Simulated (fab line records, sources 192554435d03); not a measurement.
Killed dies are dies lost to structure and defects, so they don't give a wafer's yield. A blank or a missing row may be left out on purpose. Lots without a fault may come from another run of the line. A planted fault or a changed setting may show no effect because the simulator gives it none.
fab line records | flow n5_finfet
record lots=7 wafers=39
route steps=1938 shown ZERO_LAYER@11 FIN_SAQP@138 SD_EPI_N@273 HKMG_FIN@386 BEOL_M0@740 BEOL_M1@800 BEOL_M4@1040 BEOL_M8@1368 BEOL_M9@1405 BEOL_M12@1650 BEOL_M13@1707 TV_OPEN@1890 PASSIVATION@1936
start_h: hours from the record's first day to the start of the lot's first wafer shown | wait_h: hours since the lot's step before | " the same as in the row above | L1.1+2: a row that stands for several wafers | - no value, or no start given | * or withheld: withheld | < > ~ a bound
route shown NAME@n: a module of which the file shows steps, and the number in the route of the first | usual: mean/standard deviation of fault-free wafers | same: alike in all rows | chamber/n: place in a boat | sites: the reading at each site | _std_site: their standard deviation | _edge_site: outer sites' mean less inner sites' | radius_mm: how far each site lies from the wafer's centre | mask NAME#n: copy n | behind: the tool/chamber that last shaped the wafer | hold: why the lot was held/for how many hours/how that ended | device: the transistor (n, p or np) that didn't switch | end of line: the same wafers' tests at the end of the route | a step without rows: its recipe alone | killed: dies lost to structure and defects at the first sort, not the wafer's yield | map: a wafer's dies, x killed, . not, _ none there
set.NAME: the setting as run; set.NAME@STEP: as run at that earlier step | model.NAME: the simulator's own value behind a step, which no gauge read
lots whose settings were changed on purpose; a table a step, a row a wafer
## steps
# step N5_ZERO_LAYER_DEVELOP_10
# recipe develop_time_s=60 rinse_liquid=diw dry=air_spin dev_temp_c=21
# step N5_FIN_SAQP_SPACER2_ALD_28
# recipe material=SiO2 target_thk_a=81 temp_c=300 ald_precursor_family=BDEAS ald_co_reactant=O2-plasma pulse_time_s=1 purge_time_s=2 co_reactant_purge_time_s=2 pressure_torr=2
# step N5_SD_EPI_N_DESCUM_14
# recipe chemistry=O2 time_s=7.9 source_power_w=50 bias_power_w=20 pressure_mtorr=20 rf_frequency_hz=2.712e+07 temp_c=40 resist=CAR-ArF-block o2_flow_sccm=225
# step N5_HKMG_FIN_HK_ALD_01
# recipe material=HfO2 target_thk_a=16 temp_c=withheld ald_precursor_family=HfCl4 ald_co_reactant=H2O pulse_time_s=3 purge_time_s=3 co_reactant_purge_time_s=2.5 co_reactant_pulse_time_s=0.3 ald_cycles=30
# step N5_BEOL_M0_SPUTTER_141
# recipe material=Cu target_thk_a=40 temp_c=-20 chamber_pressure_pa=0.07 power_w=withheld time_s=7.37
# step N5_BEOL_M1_TRENCH_ETCH_37
# recipe chemistry=C4F6/O2 target_depth_a=552.07 target=SiOC time_s=29 ion_energy_ev=250 pressure_mtorr=30 source_w=355 bias_w=185 Ar_flow_sccm=300 C4F6_flow_sccm=10 O2_flow_sccm=10
# step N5_BEOL_M4_ETCH_64
# recipe chemistry=N2/H2 target=SOC target_depth_a=750 overetch_a=225 mask_material=SiARC temp_c=40 time_s=121.9 ion_energy_ev=200 pressure_mtorr=30 source_w=840 bias_w=150 n2_flow_sccm=200 h2_flow_sccm=200
# step N5_BEOL_M8_DESCUM_33
# recipe chemistry=O2 time_s=7 source_power_w=50 bias_power_w=20 pressure_mtorr=20 rf_frequency_hz=2.712e+07 temp_c=40 resist=CAR-EUV o2_flow_sccm=225
# step N5_BEOL_M9_HM_DEP_02
# recipe material=TiN target_thk_a=200 temp_c=25 chamber_pressure_pa=0.49996
# step N5_BEOL_M12_SPUTTER_45
# recipe material=Cu target_thk_a=800 temp_c=-20 bias_v=60 power_w=26000 chamber_pressure_pa=0.13 time_s=13.33
# step N5_BEOL_M13_SPUTTER_45
# step N5_PASSIVATION_ETCH_15
# recipe chemistry=CF4/N2 target=SiCN target_depth_a=750 taper_deg=2 time_s=81.2 ion_energy_ev=150 mask_material=SiNx pressure_mtorr=40 source_w=430 bias_w=70 Ar_flow_sccm=100 cf4_flow_sccm=60 n2_flow_sccm=60
# step N5_PASSIVATION_PROBE_49
# usual sort_bin_6_memory=3.3/0.63
# columns lot.wafer tool chamber start_h wait_h set.develop_time_s@ZERO_LAYER_DEVELOP_10 set.target_thk_a@FIN_SAQP_SPACER2_ALD_28 set.time_s@SD_EPI_N_DESCUM_14 set.ald_cycles@HKMG_FIN_HK_ALD_01 set.target_thk_a@BEOL_M0_SPUTTER_141 set.time_s@BEOL_M1_TRENCH_ETCH_37 set.time_s@BEOL_M4_ETCH_64 set.time_s@BEOL_M8_DESCUM_33 set.target_thk_a@BEOL_M9_HM_DEP_02 set.time_s@BEOL_M12_SPUTTER_45 set.time_s@BEOL_M13_SPUTTER_45 set.target_depth_a@PASSIVATION_ETCH_15 sort_bin_6_memory[%]
L085.2 prober-01 - 343.46 0.1 60 81 7.9 30 40 29 121.9 7 200 13.33 13.33 750 2.7
L085.3 prober-01 - 343.51 0.1 60 81 7.9 30 40 29 121.9 7 200 13.33 13.33 750 2.4
L085.6 prober-01 - 343.66 0.3 60 81 7.9 30 40 29 121.9 7 200 13.33 13.33 750 1.6
L088.1 prober-01 - 355.30 0.0 60 81 12.02 19 40 29 121.9 7 200 16.92 13.33 495.9 3.5
L088.2 prober-01 - 355.35 0.1 60 112.9 7.9 30 40 29 121.9 10.57 200 13.33 13.33 750 3.6
L088.3 prober-01 - 355.40 0.1 60 81 12.02 30 40 29 121.9 7 251.5 13.33 13.33 495.9 3.6
L088.4 prober-01 - 355.45 0.2 60 112.9 7.9 19 40 11.95 121.9 7 251.5 16.92 13.33 750 4.2
L088.5 prober-01 - 355.50 0.2 60 112.9 12.02 30 40 11.95 121.9 10.57 251.5 16.92 13.33 495.9 3.5
L088.6 prober-01 - 355.55 0.3 60 81 7.9 19 40 11.95 121.9 10.57 200 13.33 13.33 750 3.3
L089.1 prober-02 - 361.60 0.0 92.56 81 7.9 30 62.47 29 191 10.72 145.5 18.27 19.78 1030 3.0
L089.2 prober-02 - 361.65 0.1 60 81 4.01 21 62.47 29 191 7 200 13.33 19.78 1030 3.9
L089.3 prober-02 - 361.70 0.1 92.56 65.65 4.01 21 40 37.72 121.9 7 145.5 18.27 19.78 750 3.6
L089.4 prober-02 - 361.75 0.2 92.56 65.65 4.01 30 62.47 37.72 121.9 7 200 18.27 13.33 1030 4.2
L089.5 prober-02 - 361.80 0.2 60 65.65 7.9 30 40 29 121.9 10.72 200 13.33 13.33 750 2.5
L089.6 prober-02 - 361.85 0.3 60 81 7.9 21 40 37.72 191 10.72 145.5 13.33 13.33 750 3.6
L090.1 prober-01 - 362.07 0.0 49.09 81 11.26 13 48.78 29 121.9 4.711 140.3 18.05 7.175 750 5.8
L090.2 prober-01 - 362.12 0.1 49.09 81 11.26 13 40 19.05 121.9 7 200 13.33 7.175 750 5.9
L090.3 prober-01 - 362.17 0.1 60 81 7.9 13 48.78 19.05 71.04 7 140.3 18.05 7.175 750 6.4
L090.4 prober-01 - 362.22 0.2 49.09 81 7.9 30 40 29 71.04 4.711 200 13.33 13.33 750 2.2
L090.5 prober-01 - 362.27 0.2 60 81 7.9 30 40 29 121.9 7 200 18.05 13.33 750 3.6
L090.6 prober-01 - 362.32 0.3 60 81 11.26 30 48.78 19.05 71.04 4.711 140.3 13.33 13.33 750 3.3
L087.1 prober-02 - 365.00 0.0 60 81 7.9 30 40 29 121.9 7 200 20.02 13.33 908.5 3.0
L087.2 prober-02 - 365.05 0.1 26.02 81 7.9 30 57.67 29 121.9 4.315 200 13.33 13.33 750 3.1
L087.3 prober-02 - 365.10 0.1 26.02 81 11.6 30 40 29 121.9 7 200 13.33 5.869 750 6.8
L087.4 prober-02 - 365.15 0.2 60 81 7.9 30 57.67 29 121.9 7 152.7 13.33 13.33 908.5 4.1
L087.5 prober-02 - 365.20 0.2 60 81 11.6 30 40 29 121.9 4.315 152.7 20.02 5.869 908.5 8.6
L087.6 prober-02 - 365.25 0.3 26.02 81 11.6 30 57.67 29 121.9 4.315 152.7 20.02 5.869 750 7.0
L093.1 prober-02 - 384.03 0.0 33.47 116.6 6.691 30 29.93 29 184.9 7 200 13.33 13.33 750 4.2
L093.2 prober-02 - 384.08 0.1 33.47 116.6 7.9 41 29.93 29 184.9 7 200 18.18 13.33 750 3.6
L093.3 prober-02 - 384.13 0.1 60 81 6.691 41 29.93 29 121.9 7 155.1 18.18 13.33 750 3.2
L093.4 prober-02 - 384.18 0.2 60 116.6 7.9 41 40 29 121.9 7 200 13.33 13.33 750 2.5
L093.5 prober-02 - 384.23 0.2 33.47 81 7.9 30 40 29 184.9 7 155.1 18.18 13.33 750 3.6
L093.6 prober-02 - 384.28 0.3 60 81 6.691 30 40 29 121.9 7 155.1 13.33 13.33 750 3.2
L094.1 prober-02 - 386.68 0.0 60 33.62 3.314 18 40 29 121.9 7 200 13.33 7.506 468.4 5.4
L094.2 prober-02 - 386.73 0.1 60 33.62 7.9 30 40 14.71 121.9 8.825 200 13.33 13.33 468.4 3.2
L094.3 prober-02 - 386.78 0.1 39.27 81 3.314 18 40 14.71 78.36 7 200 13.33 7.506 750 5.9
L094.4 prober-02 - 386.83 0.2 60 81 7.9 30 40 14.71 121.9 7 200 17.99 13.33 750 3.6
L094.5 prober-02 - 386.88 0.2 39.27 33.62 3.314 30 40 29 78.36 8.825 200 17.99 13.33 468.4 3.4
L094.6 prober-02 - 386.93 0.3 39.27 81 7.9 18 40 29 78.36 8.825 200 17.99 7.506 750 5.3
# killed by level:class
L085.2 BEOL_M2:geometric_particle:open=14 STI_FIN_REVEAL:geometric_particle:open=12 FIN_SAQP:geometric_particle:short=11 GATE_CUT:geometric_particle:short=6 MOL_CONTACT_COAG:geometric_particle:open=6 FIN_SAQP:geometric_particle:open=5 BEOL_M0_SAQP:geometric_particle:short=5 BEOL_M0_SAQP:geometric_particle:open=5
L085.3 FIN_SAQP:geometric_particle:short=12 FIN_SAQP:geometric_particle:open=6 STI_FIN_REVEAL:geometric_particle:open=6 BEOL_M0_SAQP:geometric_particle:short=6 BEOL_M4:geometric_particle:open=6 BEOL_M2:geometric_particle:open=5 BEOL_M0_SAQP:geometric_particle:open=4 BEOL_M3:geometric_particle:short=4
L085.6 FIN_SAQP:geometric_particle:short=10 STI_FIN_REVEAL:geometric_particle:open=7 MOL_CONTACT_COAG:geometric_particle:open=7 FIN_SAQP:geometric_particle:open=6 BEOL_M0_SAQP:geometric_particle:short=6 GATE_CUT:geometric_particle:open=4 BEOL_M4:geometric_particle:open=4 STARTING-WAFER:geometric_particle:open=3
L088.1 TV_OPEN:area_etch=1064 STI_FIN_REVEAL:geometric_particle:open=20 BEOL_M0_SAQP:geometric_particle:open=10 ILD0:geometric_particle:open=8 FIN_SAQP:geometric_particle:short=6 FIN_SAQP:geometric_particle:open=6 BEOL_M4:geometric_particle:open=6 BEOL_M0_SAQP:geometric_particle:short=6
L088.2 MOL_CONTACT_COAG:area_ald=1061 STI_FIN_REVEAL:geometric_particle:open=20 MOL_CONTACT_COAG:geometric_particle:open=11 BEOL_M0_SAQP:geometric_particle:open=10 BEOL_M0_SAQP:geometric_particle:short=8 ILD0:geometric_particle:open=6 ILD0:geometric_particle:short=5 GATE_CUT:geometric_particle:short=5
L088.3 MOL_CONTACT_COAG:area_ald=1087 MOL_CONTACT_COAG:geometric_particle:open=12 BEOL_M3:geometric_particle:open=11 STI_FIN_REVEAL:geometric_particle:open=10 FIN_SAQP:geometric_particle:open=5 BEOL_M1:geometric_particle:open=5 BEOL_M3:geometric_particle:short=4 BEOL_M0_SAQP:geometric_particle:open=4
L088.4 MOL_CONTACT_COAG:area_ald=1074 STI_FIN_REVEAL:geometric_particle:open=14 MOL_CONTACT_COAG:geometric_particle:open=9 BEOL_M0_SAQP:geometric_particle:open=7 BEOL_M3:geometric_particle:open=7 FIN_SAQP:geometric_particle:open=6 GATE_CUT:geometric_particle:short=6 FIN_SAQP:geometric_particle:short=4
L088.5 BEOL_M1:area_etch=1075 STI_FIN_REVEAL:geometric_particle:open=22 MOL_CONTACT_COAG:geometric_particle:open=11 BEOL_M0_SAQP:geometric_particle:open=8 DUMMY_GATE:geometric_particle:open=6 ILD0:geometric_particle:open=6 STI_FIN_REVEAL:geometric_particle:short=5 BEOL_M0_SAQP:geometric_particle:short=5
L088.6 BEOL_M1:area_etch=1081 MOL_CONTACT_COAG:geometric_particle:open=9 BEOL_M0_SAQP:geometric_particle:open=8 FIN_SAQP:geometric_particle:short=7 FIN_SAQP:geometric_particle:open=7 BEOL_M0_SAQP:geometric_particle:short=6 STI_FIN_REVEAL:geometric_particle:open=5 BEOL_M4:geometric_particle:open=5
L089.1 MOL_CONTACT_COAG:area_ald=1084 BEOL_M2:geometric_particle:open=14 STI_FIN_REVEAL:geometric_particle:open=11 BEOL_M1:geometric_particle:open=10 GATE_CUT:geometric_particle:short=5 MOL_CONTACT_COAG:geometric_particle:open=5 BEOL_M0_SAQP:geometric_particle:short=5 BEOL_M3:geometric_particle:open=4
L089.2 MOL_CONTACT_COAG:area_ald=1071 BEOL_M2:geometric_particle:open=13 STI_FIN_REVEAL:geometric_particle:open=12 BEOL_M1:geometric_particle:open=10 BEOL_M4:geometric_particle:open=8 FIN_SAQP:geometric_particle:short=6 MOL_CONTACT_COAG:geometric_particle:open=6 GATE_CUT:geometric_particle:short=5
L089.3 MOL_CONTACT_COAG:area_ald=1091 BEOL_M0_SAQP:geometric_particle:open=8 BEOL_M2:geometric_particle:open=8 ILD0:geometric_particle:short=7 ILD0:geometric_particle:open=7 MOL_CONTACT_COAG:geometric_particle:open=7 BEOL_M1:geometric_particle:open=6 BEOL_M0_SAQP:geometric_particle:short=5
L089.4 STI_FIN_REVEAL:geometric_particle:open=21 BEOL_M0_SAQP:geometric_particle:open=11 BEOL_M2:geometric_particle:open=10 BEOL_M1:geometric_particle:open=9 MOL_CONTACT_COAG:geometric_particle:open=7 MIM_TOP_ETCH:geometric_particle:open=5 FIN_SAQP:geometric_particle:short=4 DUMMY_GATE:geometric_particle:open=4
L089.5 STI_FIN_REVEAL:geometric_particle:open=12 BEOL_M2:geometric_particle:open=12 BEOL_M1:geometric_particle:open=10 BEOL_M3:geometric_particle:open=9 MOL_CONTACT_COAG:geometric_particle:open=5 BEOL_M0_SAQP:geometric_particle:open=5 BEOL_M4:geometric_particle:open=5 DUMMY_GATE:geometric_particle:short=3
L089.6 STI_FIN_REVEAL:geometric_particle:open=18 BEOL_M1:geometric_particle:open=13 BEOL_M2:geometric_particle:open=11 BEOL_M3:geometric_particle:open=9 BEOL_M4:geometric_particle:open=6 GATE_CUT:geometric_particle:open=5 BEOL_M1:geometric_particle:short=5 FIN_SAQP:geometric_particle:short=4
L090.1 MOL_CONTACT_COAG:area_ald=1022 BEOL_M13:interface_void_opened=73 MOL_CONTACT_COAG:geometric_particle:open=15 DUMMY_GATE:geometric_particle:open=7 BEOL_M3:geometric_particle:open=6 BEOL_M0_SAQP:geometric_particle:short=6 BEOL_M0_SAQP:geometric_particle:open=6 FIN_SAQP:geometric_particle:short=5
L090.2 BEOL_M13:interface_void_opened=81 MOL_CONTACT_COAG:geometric_particle:open=19 BEOL_M0_SAQP:geometric_particle:short=9 STI_FIN_REVEAL:geometric_particle:open=6 BEOL_M0_SAQP:geometric_particle:open=6 DUMMY_GATE:geometric_particle:open=5 MOL_CONTACT_COAG:geometric_particle:short=5 BEOL_M5:geometric_particle:short=5
L090.3 BEOL_M4:area_etch=970 BEOL_M13:interface_void_opened=86 MOL_CONTACT_COAG:geometric_particle:open=14 BEOL_M0_SAQP:geometric_particle:short=11 FIN_SAQP:geometric_particle:open=9 BEOL_M0_SAQP:geometric_particle:open=9 GATE_CUT:geometric_particle:short=8 BEOL_M3:geometric_particle:open=8
L090.4 MOL_CONTACT_COAG:area_ald=1104 BEOL_M0_SAQP:geometric_particle:short=9 MOL_CONTACT_COAG:geometric_particle:open=8 DUMMY_GATE:geometric_particle:open=5 GATE_CUT:geometric_particle:open=5 GATE_CUT:geometric_particle:short=5 FIN_SAQP:geometric_particle:short=4 FIN_SAQP:geometric_particle:open=3
L090.5 MOL_CONTACT_COAG:geometric_particle:open=19 FIN_SAQP:geometric_particle:open=13 BEOL_M0_SAQP:geometric_particle:short=12 FIN_SAQP:geometric_particle:short=10 BEOL_M0_SAQP:geometric_particle:open=9 STI_FIN_REVEAL:geometric_particle:open=8 GATE_CUT:geometric_particle:short=6 BEOL_M3:geometric_particle:open=4
L090.6 MOL_CONTACT_COAG:area_ald=1075 BEOL_M0_SAQP:geometric_particle:open=20 BEOL_M0_SAQP:geometric_particle:short=15 MOL_CONTACT_COAG:geometric_particle:open=11 FIN_SAQP:geometric_particle:short=7 DUMMY_GATE:geometric_particle:open=7 GATE_CUT:geometric_particle:short=4 MOL_CONTACT_COAG:geometric_particle:short=4
L087.1 MOL_CONTACT_COAG:geometric_particle:open=21 STI_FIN_REVEAL:geometric_particle:open=9 BEOL_M4:geometric_particle:open=7 BEOL_M1:geometric_particle:open=6 BEOL_M0_SAQP:geometric_particle:short=5 BEOL_M2:geometric_particle:open=5 PAD_METAL:geometric_particle:short=5 DUMMY_GATE:geometric_particle:open=4
L087.2 MOL_CONTACT_COAG:geometric_particle:open=14 FIN_SAQP:geometric_particle:short=10 BEOL_M4:geometric_particle:open=7 BEOL_M1:geometric_particle:open=6 BEOL_M0_SAQP:geometric_particle:short=5 STI_FIN_REVEAL:geometric_particle:open=5 FIN_SAQP:geometric_particle:open=4 MOL_CONTACT_COAG:geometric_particle:short=4
L087.3 BEOL_M13:interface_void_opened=156 MOL_CONTACT_COAG:geometric_particle:open=12 BEOL_M4:geometric_particle:open=10 BEOL_M0_SAQP:geometric_particle:short=8 BEOL_M0_SAQP:geometric_particle:open=7 BEOL_M4:geometric_particle:short=6 DUMMY_GATE:geometric_particle:open=5 FIN_SAQP:geometric_particle:open=4
L087.4 MOL_CONTACT_COAG:geometric_particle:open=28 STI_FIN_REVEAL:geometric_particle:open=8 BEOL_M4:geometric_particle:short=6 BEOL_M4:geometric_particle:open=6 BEOL_M0_SAQP:geometric_particle:short=5 FIN_SAQP:geometric_particle:short=4 BEOL_M0_SAQP:geometric_particle:open=4 FIN_SAQP:geometric_particle:open=3
L087.5 BEOL_M13:interface_void_opened=149 MOL_CONTACT_COAG:geometric_particle:open=21 BEOL_M1:geometric_particle:open=15 STI_FIN_REVEAL:geometric_particle:open=11 BEOL_M0_SAQP:geometric_particle:short=8 BEOL_M0_SAQP:geometric_particle:open=7 MOL_CONTACT_COAG:geometric_particle:short=6 DUMMY_GATE:geometric_particle:open=4
L087.6 BEOL_M13:interface_void_opened=141 MOL_CONTACT_COAG:geometric_particle:open=15 STARTING-WAFER:geometric_particle:open=9 STI_FIN_REVEAL:geometric_particle:open=7 BEOL_M1:geometric_particle:short=5 BEOL_M3:geometric_particle:open=5 GATE_CUT:geometric_particle:short=4 BEOL_M0_SAQP:geometric_particle:open=4
L093.1 BEOL_M0_SAQP:geometric_particle:short=21 BEOL_M0_SAQP:geometric_particle:open=15 GATE_CUT:geometric_particle:open=8 BEOL_M1:geometric_particle:open=7 BEOL_M4:geometric_particle:open=7 FIN_SAQP:geometric_particle:open=6 BEOL_M2:geometric_particle:open=6 DUMMY_GATE:geometric_particle:open=6
L093.2 BEOL_M0_SAQP:geometric_particle:open=13 DUMMY_GATE:geometric_particle:open=10 BEOL_M2:geometric_particle:open=10 BEOL_M1:geometric_particle:open=9 MOL_CONTACT_COAG:geometric_particle:open=8 BEOL_M0_SAQP:geometric_particle:short=7 BEOL_M1:geometric_particle:short=6 FIN_SAQP:geometric_particle:short=5
L093.3 MOL_CONTACT_COAG:area_ald=1081 BEOL_M1:geometric_particle:open=15 BEOL_M0_SAQP:geometric_particle:open=13 MOL_CONTACT_COAG:geometric_particle:open=9 GATE_CUT:geometric_particle:short=5 DUMMY_GATE:geometric_particle:open=4 BEOL_M5:geometric_particle:open=4 GATE_CUT:geometric_particle:open=4
L093.4 MOL_CONTACT_COAG:area_ald=1096 MOL_CONTACT_COAG:geometric_particle:open=10 BEOL_M2:geometric_particle:open=8 BEOL_M1:geometric_particle:open=7 DUMMY_GATE:geometric_particle:open=5 BEOL_M0_SAQP:geometric_particle:open=5 FIN_SAQP:geometric_particle:open=4 STI_FIN_REVEAL:geometric_particle:open=4
L093.5 MOL_CONTACT_COAG:area_ald=1071 BEOL_M2:geometric_particle:open=9 BEOL_M0_SAQP:geometric_particle:open=7 FIN_SAQP:geometric_particle:open=6 MOL_CONTACT_COAG:geometric_particle:open=6 GATE_CUT:geometric_particle:short=6 BEOL_M0_SAQP:geometric_particle:short=6 ILD0:geometric_particle:open=5
L093.6 BEOL_M1:geometric_particle:open=15 BEOL_M2:geometric_particle:open=10 BEOL_M0_SAQP:geometric_particle:open=10 MOL_CONTACT_COAG:geometric_particle:open=9 BEOL_M0_SAQP:geometric_particle:short=7 FIN_SAQP:geometric_particle:open=6 DUMMY_GATE:geometric_particle:open=6 STI_FIN_REVEAL:geometric_particle:open=5
L094.1 TV_OPEN:area_etch=994 BEOL_M13:interface_void_opened=57 MOL_CONTACT_COAG:area_ald=15 FIN_SAQP:geometric_particle:open=14 MOL_CONTACT_COAG:geometric_particle:open=11 BEOL_M3:geometric_particle:open=11 BEOL_M0_SAQP:geometric_particle:short=9 STI_FIN_REVEAL:geometric_particle:open=7
L094.2 TV_OPEN:area_etch=1081 BEOL_M3:geometric_particle:open=15 MOL_CONTACT_COAG:geometric_particle:open=11 FIN_SAQP:geometric_particle:open=8 GATE_CUT:geometric_particle:open=8 STI_FIN_REVEAL:geometric_particle:open=7 BEOL_M7:geometric_particle:open=4 BEOL_M3:geometric_particle:short=4
L094.3 BEOL_M13:interface_void_opened=56 MOL_CONTACT_COAG:geometric_particle:open=14 STI_FIN_REVEAL:geometric_particle:open=12 MOL_CONTACT_COAG:geometric_particle:short=9 BEOL_M1:geometric_particle:open=8 FIN_SAQP:geometric_particle:short=7 BEOL_M0_SAQP:geometric_particle:open=5 BEOL_M7:geometric_particle:open=5
L094.4 MOL_CONTACT_COAG:area_ald=107 STI_FIN_REVEAL:geometric_particle:open=17 FIN_SAQP:geometric_particle:short=12 BEOL_M3:geometric_particle:open=12 MOL_CONTACT_COAG:geometric_particle:open=9 BEOL_M2:geometric_particle:open=6 MOL_CONTACT_COAG:geometric_particle:short=5 GATE_CUT:geometric_particle:open=4
L094.5 TV_OPEN:area_etch=1002 BEOL_M4:area_etch=70 STI_FIN_REVEAL:geometric_particle:open=21 FIN_SAQP:geometric_particle:open=18 MOL_CONTACT_COAG:geometric_particle:open=10 FIN_SAQP:geometric_particle:short=8 BEOL_M1:geometric_particle:open=6 GATE_CUT:geometric_particle:short=5
L094.6 MOL_CONTACT_COAG:area_ald=124 BEOL_M13:interface_void_opened=55 FIN_SAQP:geometric_particle:open=21 STI_FIN_REVEAL:geometric_particle:open=18 BEOL_M3:geometric_particle:open=17 BEOL_M1:geometric_particle:open=10 MOL_CONTACT_COAG:geometric_particle:open=10 FIN_SAQP:geometric_particle:short=9
## key
split step=N5_ZERO_LAYER_DEVELOP_10 setting=develop_time_s stated_as=60
response none clear
split step=N5_FIN_SAQP_SPACER2_ALD_28 setting=target_thk_a stated_as=81
response none clear
split step=N5_SD_EPI_N_DESCUM_14 setting=time_s stated_as=7.9
response none clear
split step=N5_HKMG_FIN_HK_ALD_01 setting=ald_cycles stated_as=30
response none clear
split step=N5_BEOL_M0_SPUTTER_141 setting=target_thk_a stated_as=40
response none clear
split step=N5_BEOL_M1_TRENCH_ETCH_37 setting=time_s stated_as=29
response none clear
split step=N5_BEOL_M4_ETCH_64 setting=time_s stated_as=121.9
response none clear
split step=N5_BEOL_M8_DESCUM_33 setting=time_s stated_as=7
response none clear
split step=N5_BEOL_M9_HM_DEP_02 setting=target_thk_a stated_as=200
response none clear
split step=N5_BEOL_M12_SPUTTER_45 setting=time_s stated_as=13.33
response none clear
split step=N5_BEOL_M13_SPUTTER_45 setting=time_s stated_as=13.33
response step=N5_PASSIVATION_PROBE_49 reading=sort_bin_6_memory slope=-0.0496 per=1% together_with=all explained=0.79
split step=N5_PASSIVATION_ETCH_15 setting=target_depth_a stated_as=750
response none clear
